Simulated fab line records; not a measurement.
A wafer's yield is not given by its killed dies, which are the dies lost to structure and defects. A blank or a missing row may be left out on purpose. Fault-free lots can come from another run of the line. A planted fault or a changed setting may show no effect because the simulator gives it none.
fab line records	flow nand_harc
record: lots: 6	wafers: 18	last_day: 24
route steps=1159 shown P_ZERO_WELL@23 END@1159
lots that met no fault: from a run of the same line without faults
start_h: hours from the record's first day to the start of the lot's first wafer shown	wait_h: time in hours since the lot's previous step	" repeats the value in the row above	L1.1+2: a row that stands for several wafers	- no value present, or no start provided	* or withheld: withheld	< > ~ a bound
route shown NAME@n: NAME is a module with steps in the file, n the number in the route of the first one	usual: the fault-free wafers' mean and standard deviation	same: alike in all rows	chamber/n: place in a boat	sites: each site's reading	_std_site: standard deviation across them	_edge_site: outer sites' mean less inner sites'	radius_mm: how far each site lies from the wafer's centre	mask NAME#n: copy n	behind: tool/chamber where the wafer was last shaped	hold: why the lot was held/for how many hours/how that ended	device: transistor that didn't switch, given as n, p or np	end of line: at the end of the route, the tests of the same wafers	a step with no rows: only its recipe	killed: dies lost to structure and defects at the first sort, not the wafer's yield	map: a wafer's dies, marking killed ones x, the rest . and places with no die _
set.NAME: the setting the step ran with; set.NAME@STEP: the setting that earlier step ran with	model.NAME: the simulator's own value behind a step, which no gauge read
a table for each step, a row for each wafer; lots at some steps of the route
services: a tool's chamber out of use, with start hour (start_h, from the record's first day; less than 0 if before it), hours out, and reason
== steps ==
step: NHARC_P_ZERO_WELL_COAT_18
recipe: spin_rpm: withheld
step: NHARC_P_ZERO_WELL_SOFTBAKE_19
recipe: temp_c: 122	time_s: 95
step: NHARC_P_ZERO_WELL_EBR_20
step: NHARC_P_ZERO_WELL_EXPOSE_21
recipe: na: 0.6	target_cd_nm: 720	dose_mj: 22.31	mask_id: P_NWELL
step: NHARC_P_ZERO_WELL_PEB_22
recipe: peb_temp_c: 118	peb_time_s: 85
step: NHARC_P_ZERO_WELL_DEVELOP_23
recipe: time_s: 70
step: NHARC_P_ZERO_WELL_CD_MEAS_24
recipe: target_cd_nm: 720	landing_energy_ev: 500
usual: cd_nm: 719.9/2.7
lot.wafer	tool	chamber	start_h	wait_h	cd_nm
L834.2	cd_sem-02	0	20.65	-	720.2
L834.4	"	0	"	"	721.0
L834.5	"	0	"	"	721.5
L845.3	cd_sem-02	0	86.71	-	718.0
L845.4	"	0	"	"	721.1
L845.6	"	0	"	"	720.3
L846.2	cd_sem-02	0	92.59	-	721.2
L846.3	"	0	"	"	717.1
L846.5	"	0	"	"	717.0
L848.2	cd_sem-01	0	104.51	-	718.3
L848.3	"	0	"	"	716.4
L848.5	"	0	"	"	720.5
L853.3	cd_sem-01	0	134.66	-	721.1
L853.4	"	0	"	"	718.5
L853.6	"	0	"	"	715.7
L855.3	cd_sem-01	0	146.64	-	720.3
L855.4	"	0	"	"	722.6
L855.5	"	0	"	"	723.7
step: NHARC_P_ZERO_WELL_HARDBAKE_25
recipe: temp_c: 125	time_s: 80
step: NHARC_P_ZERO_WELL_DESCUM_26
recipe: time_s: 3	o2_flow_sccm: 200	ar_flow_sccm: 0	bias_power_w: 0	chemistry: O2
usual: drypump_motor_current_A: 5.7/0.46	oes_product_au: 1.000/0.012	rf_vpp_V: 57.9/0.88	showerhead_plenum_p_Torr: 1.94/0.06	throttle_valve_pct: 11.310/0.0096
lot.wafer	tool	chamber	start_h	wait_h	drypump_motor_current_A	oes_product_au	rf_hours_counter_h	rf_vpp_V	showerhead_plenum_p_Torr	throttle_valve_pct
L834.2	rie_diel-02	0	20.84	-	5.5	0.987	1.8	58.0	1.93	11.315
L834.4	"	1	"	"	6.2	0.998	1.7	58.8	1.99	11.315
L834.5	"	3	"	"	6.0	0.989	-	58.8	1.87	11.310
L845.3	rie_diel-02	0	86.90	-	5.4	0.997	6.5	57.3	1.93	11.308
L845.6	"	1	"	"	6.2	0.997	-	58.8	1.99	11.324
L845.4	"	2	"	"	6.1	1.003	-	57.4	2.01	11.301
L846.2	rie_diel-12	1	92.76	-	4.9	1.015	2.1	59.4	1.90	11.320
L846.3	"	0	"	"	4.9	1.020	2.0	58.6	1.99	11.326
L846.5	"	1	"	"	4.9	1.015	-	57.3	1.90	11.326
L848.2	rie_diel-12	3	104.67	-	5.7	1.000	2.4	57.7	1.97	11.301
L848.3	"	0	"	"	4.9	1.010	2.1	58.1	1.99	11.313
L848.5	"	1	"	"	4.9	1.021	-	55.8	1.90	11.298
L853.3	rie_diel-02	0	134.83	-	5.5	1.012	10.4	57.4	1.93	11.311
L853.4	"	2	"	"	6.1	1.020	8.5	58.6	2.00	11.300
L853.6	"	3	"	"	6.0	1.003	-	57.8	1.87	11.311
L855.3	rie_diel-12	0	146.79	-	4.9	1.010	6.4	57.3	1.99	11.307
L855.4	"	1	"	"	4.9	1.025	7.0	58.6	1.90	11.301
L855.5	"	0	"	"	4.9	0.999	-	59.3	1.99	11.299
step: NHARC_P_ZERO_WELL_IMPLANT_27
recipe: energy_kev: 600	dose_cm2: 1e+13	tilt_deg: 7
step: NHARC_P_ZERO_WELL_IMPLANT_57
recipe: energy_kev: 250	dose_cm2: 4e+12	tilt_deg: 7
step: NHARC_P_ZERO_WELL_IMPLANT_58
recipe: energy_kev: 100	dose_cm2: 2e+12	tilt_deg: 7
step: NHARC_P_ZERO_WELL_STRIP_28
recipe: time_s: 840	temp_c: 130	chemistry: SPM
usual: bath_guard_temp_C: 130.1/0.46	temp_c: 129.98/0.15
lot.wafer	tool	chamber	start_h	wait_h	bath_guard_temp_C	temp_c
L834.2	wet_bench-03	0	21.53	0.2	129.5	130.17
L834.4	"	1	"	"	129.3	129.93
L834.5	"	2	"	"	130.8	130.14
L845.3	wet_bench-07	1	87.63	0.1	130.5	130.24
L845.6	"	2	"	"	130.4	129.86
L845.4	"	5	"	"	130.6	130.25
L846.5	wet_bench-07	3	93.64	0.1	136.0	135.82
L846.3	"	5	"	"	136.7	135.79
L846.2	"	7	"	"	135.8	136.20
L848.3	wet_bench-03	4	105.42	0.1	130.2	129.88
L848.2	"	5	"	"	130.2	130.08
L848.5	"	0	"	"	129.6	130.09
L853.6	wet_bench-07	5	135.55	0.0	136.7	135.90
L853.4	"	6	"	"	135.7	136.00
L853.3	"	0	"	"	136.6	135.84
L855.5	wet_bench-06	3	147.56	0.1	130.2	129.92
L855.4	"	4	"	"	129.3	130.09
L855.3	"	5	"	"	130.5	130.20
step: NHARC_P_ZERO_WELL_DEHYDRATE_29
recipe: temp_c: 150	time_s: 120
step: NHARC_END_SORT_01
recipe: temp_c: 25
usual: killed_at_array: 28/10	killed_at_other: 0.6/1.1	killed_at_periphery: 3.6/2.6	killed_dies: 32/10	killed_open: 3.3/1.8	killed_short: 1.9/1.4
same: gross_dies: 677
lot.wafer	tool	chamber	start_h	wait_h	killed_at_array	killed_at_other	killed_at_periphery	killed_dies	killed_open	killed_short
L834.2	prober-01	0	457.36	2.8	11	1	1	13	3	1
L834.4	prober-01	0	458.96	3.4	9	1	5	15	2	4
L834.5	prober-01	0	459.76	3.7	13	0	3	16	2	0
L846.2	prober-01	0	514.56	2.8	23	1	3	27	3	2
L846.3	prober-01	0	515.36	3.1	39	1	2	42	6	3
L846.5	prober-01	0	516.95	3.7	17	0	3	20	2	2
L845.3	prober-02	0	515.35	3.1	28	2	2	32	2	0
L845.4	prober-02	0	516.16	3.4	30	0	4	34	1	2
L845.6	prober-02	0	517.77	4.0	28	1	6	35	2	2
L853.3	prober-01	0	567.34	6.0	29	1	2	32	5	1
L853.4	prober-01	0	568.15	6.3	27	1	2	30	3	2
L853.6	prober-01	0	569.78	6.9	26	0	0	26	0	1
L855.3	prober-02	0	572.92	3.1	38	0	8	46	4	5
L855.4	prober-02	0	573.72	3.4	36	1	9	46	3	0
L855.5	prober-02	0	574.52	3.7	45	0	8	53	3	2
killed by level:class
L834.2 A_CONTACT:geometric_particle:open=2 A_CHANNEL_HOLE_D1:chamber_film_flake=2 A_STAIRCASE:chamber_film_flake=2 A_CONTACT:chamber_film_flake=2 A_SOURCE_PLATE:geometric_particle:short=1 A_CHANNEL_FILL_D1:geometric_particle:open=1 P_M1:chamber_film_flake=1 A_WL_FILL:chamber_film_flake=1
L834.4 P_GATE:chamber_film_flake=3 A_STAIRCASE:chamber_film_flake=3 P_CONTACT:geometric_particle:short=1 A_SOURCE_PLATE:geometric_particle:short=1 A_ONON_D1:geometric_particle:open=1 A_CONTACT:geometric_particle:short=1 A_M0:geometric_particle:open=1 STARTING-WAFER:geometric_particle:short=1
L834.5 A_CHANNEL_HOLE_D1:chamber_film_flake=4 A_WL_FILL:chamber_film_flake=3 A_CONTACT:chamber_film_flake=3 P_GATE:chamber_film_flake=2 A_CHANNEL_FILL_D1:geometric_particle:open=1 A_CONTACT:geometric_particle:open=1 P_BONDPAD:chamber_film_flake=1 A_STAIRCASE:chamber_film_flake=1
L846.2 A_SLIT:chamber_film_flake=10 A_CHANNEL_HOLE_D1:chamber_film_flake=5 A_CONTACT:chamber_film_flake=3 A_STAIRCASE:chamber_film_flake=2 P_GATE:geometric_particle:open=1 P_M0:geometric_particle:open=1 A_CHANNEL_HOLE_D1:geometric_particle:short=1 A_SGD_CUT:geometric_particle:short=1
L845.3 A_CHANNEL_HOLE_D1:chamber_film_flake=21 A_STAIRCASE:chamber_film_flake=3 P_GATE:chamber_film_flake=2 THIN_TSV:chamber_film_flake=2 A_WL_FILL:geometric_particle:open=1 A_M0:geometric_particle:open=1 A_CHANNEL_FILL_D1:chamber_film_flake=1 A_SLIT:chamber_film_flake=1
L846.3 A_SLIT:chamber_film_flake=18 A_CHANNEL_HOLE_D1:chamber_film_flake=6 A_STAIRCASE:chamber_film_flake=4 A_CONTACT:geometric_particle:open=2 A_WL_FILL:chamber_film_flake=2 P_CONTACT:geometric_particle:open=1 P_CONTACT:geometric_particle:short=1 A_ONON_D1:geometric_particle:open=1
L845.4 A_CHANNEL_HOLE_D1:chamber_film_flake=19 P_GATE:chamber_film_flake=4 A_CHANNEL_FILL_D1:chamber_film_flake=3 A_STAIRCASE:chamber_film_flake=2 A_CONTACT:chamber_film_flake=2 A_SOURCE_PLATE:geometric_particle:short=1 A_ONON_D1:geometric_particle:short=1 A_STAIRCASE:geometric_particle:open=1
L846.5 A_SLIT:chamber_film_flake=11 A_STAIRCASE:chamber_film_flake=2 P_GATE:geometric_particle:short=1 P_CONTACT:geometric_particle:open=1 A_ONON_D1:geometric_particle:short=1 A_CHANNEL_FILL_D1:geometric_particle:open=1 P_ZERO_WELL:chamber_film_flake=1 A_WL_FILL:chamber_film_flake=1
L845.6 A_CHANNEL_HOLE_D1:chamber_film_flake=24 P_CONTACT:geometric_particle:short=2 P_GATE:chamber_film_flake=2 P_M1:geometric_particle:open=1 A_CONTACT:geometric_particle:open=1 P_BONDPAD:chamber_film_flake=1 A_CHANNEL_FILL_D1:chamber_film_flake=1 A_STAIRCASE:chamber_film_flake=1
L853.3 A_SLIT:chamber_film_flake=13 A_CHANNEL_HOLE_D1:chamber_film_flake=7 A_CONTACT:chamber_film_flake=4 P_M1:geometric_particle:open=1 A_SOURCE_PLATE:geometric_particle:open=1 A_ONON_D1:geometric_particle:open=1 A_BLC:geometric_particle:open=1 A_M0:geometric_particle:short=1
L853.4 A_SLIT:chamber_film_flake=12 A_CHANNEL_HOLE_D1:chamber_film_flake=5 A_STAIRCASE:chamber_film_flake=3 A_CONTACT:chamber_film_flake=3 P_M2:geometric_particle:open=1 A_WL_FILL:geometric_particle:short=1 A_M0:geometric_particle:open=1 A_M1:geometric_particle:short=1
L853.6 A_SLIT:chamber_film_flake=14 A_CONTACT:chamber_film_flake=6 A_CHANNEL_HOLE_D1:chamber_film_flake=4 A_SOURCE_PLATE:geometric_particle:short=1 A_STAIRCASE:chamber_film_flake=1
L855.3 A_SLIT:chamber_film_flake=20 A_CHANNEL_HOLE_D1:chamber_film_flake=9 P_M2:chamber_film_flake=4 A_WL_FILL:geometric_particle:open=3 A_CHANNEL_HOLE_D1:geometric_particle:short=2 P_STI:geometric_particle:short=1 P_GATE:chamber_film_flake=1 A_CHANNEL_FILL_D1:geometric_particle:short=1
L855.4 A_SLIT:chamber_film_flake=16 A_CHANNEL_HOLE_D1:chamber_film_flake=13 P_M2:chamber_film_flake=5 P_GATE:chamber_film_flake=3 A_STAIRCASE:chamber_film_flake=3 A_CONTACT:chamber_film_flake=3 P_M1:geometric_particle:open=1 A_WL_FILL:geometric_particle:open=1
L855.5 A_SLIT:chamber_film_flake=25 A_CHANNEL_HOLE_D1:chamber_film_flake=7 P_M2:chamber_film_flake=4 A_STAIRCASE:chamber_film_flake=4 A_CONTACT:chamber_film_flake=4 A_WL_FILL:chamber_film_flake=2 P_STI:geometric_particle:short=1 P_CONTACT:geometric_particle:open=1
== services ==
tool	chamber	start_h	hours	kind
rie_diel-12	0	4.45	-	clean
rie_diel-12	1	4.45	-	clean
rie_diel-12	2	4.45	-	clean
rie_diel-12	3	4.45	-	clean
rie_diel-02	0	7.64	-	clean
rie_diel-02	1	7.64	-	clean
rie_diel-02	2	7.64	-	clean
rie_diel-02	3	7.64	-	clean
rie_diel-12	-	25.47	9.0	pm
rie_diel-12	0	25.47	9.0	vent_cycle
rie_diel-12	1	25.47	9.0	vent_cycle
rie_diel-12	2	25.47	9.0	vent_cycle
rie_diel-12	3	25.47	9.0	vent_cycle
rie_diel-02	0	32.14	-	clean
rie_diel-02	1	32.14	-	clean
rie_diel-02	2	32.14	-	clean
rie_diel-02	3	32.14	-	clean
rie_diel-02	-	35.67	0.8	repair
rie_diel-02	3	83.66	6.2	repair
wet_bench-07	-	96.00	8.0	pm
rie_diel-12	2	102.08	16.6	repair
wet_bench-06	-	129.60	8.0	pm
rie_diel-02	3	139.12	13.1	repair
wet_bench-03	-	146.40	8.0	pm
== key ==
first_sign: step: NHARC_P_ZERO_WELL_STRIP_28	reading: temp_c	direction: up	sigmas: 40	usual: *	struck: *
effect: step: NHARC_P_ZERO_WELL_STRIP_28	reading: bath_guard_temp_C	direction: up	sigmas: 13	usual: *	struck: *
met_at NHARC_P_ZERO_WELL_STRIP_28
struck_wafers L846.2,L846.3,L846.5,L853.3,L853.4,L853.6
tester_left_out L846,L853
onset_between 87.63 93.64
fault: kind: process_parameter_drift	tool: wet_bench-07	chamber: -	onset_h: 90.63	steps: NHARC_P_ZERO_WELL_STRIP_28	channel: temp_c	offset: *	shape: step	end_h: 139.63	acts_in: *	stated: *
tester_left_out: of these lots the tester's yield and bins aren't shown, on N5 and GAA mostly nor the transistor test; their killed dies are dies lost to structure and defects alone, not to doping, threshold or leakage, so they don't give the yield
